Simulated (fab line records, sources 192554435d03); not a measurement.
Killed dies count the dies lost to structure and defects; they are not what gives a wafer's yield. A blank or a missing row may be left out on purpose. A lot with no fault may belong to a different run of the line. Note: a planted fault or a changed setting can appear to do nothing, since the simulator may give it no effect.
Chamber matching + flow n5-finfet + uv-cure-01 running N5_BEOL_M9_CURE_71: 3 sister chambers
The step cures SiCOH lowk, time 240 s. 3 wafers are shown with their chamber, then 8 later ones without.

## WAFERS, EACH WITH ITS CHAMBER
| wafer  | chamber | lamp-power-pct (%) |
|--------|---------|--------------------|
| L080.4 | 1       | 52.32              |
| L082.5 | 0       | 52.37              |
| L085.1 | 2       | 52.20              |

## WAFERS WITHOUT THEIR CHAMBER
| wafer  | lamp-power-pct (%) |
|--------|--------------------|
| L085.3 | 52.22              |
| L085.6 | 52.32              |
| L087.1 | 52.26              |
| L087.2 | 52.25              |
| L087.5 | 52.29              |
| L092.1 | 52.22              |
| L092.3 | 52.41              |
| L092.5 | 52.22              |

## WHICH CHAMBER EACH ONE RAN IN
| wafer  | from the rows above          | in truth                   |
|--------|------------------------------|----------------------------|
| L085.3 | 2                            | 2                          |
| L085.6 | can't be placed: 1 or 0      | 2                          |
| L087.1 | can't be placed: 2 or 1 or 0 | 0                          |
| L087.2 | can't be placed: 2 or 1      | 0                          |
| L087.5 | can't be placed: 1 or 0 or 2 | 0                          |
| L092.1 | 2                            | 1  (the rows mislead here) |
| L092.3 | can't be placed: 0 or 1      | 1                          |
| L092.5 | 2                            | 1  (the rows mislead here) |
1 of 8 placed correctly. From these rows, 5 cannot be placed; in 3 the true chamber is one of the candidates. Number placed wrongly: 2.
How it was worked out, from the rows above alone: a wafer's distance from a chamber is the root of the sum, over the readings, of the square of ((its reading less the chamber's mean) divided by the reading's scatter). If the next closest chamber is less than 2 further off than the closest, the wafer can't be placed; otherwise it belongs to the closest. Each chamber's mean is taken over the wafers shown for it. The scatter (one wafer shown for each chamber): square how far every hidden wafer sits from the nearest shown wafer, average those squares and take the square root.
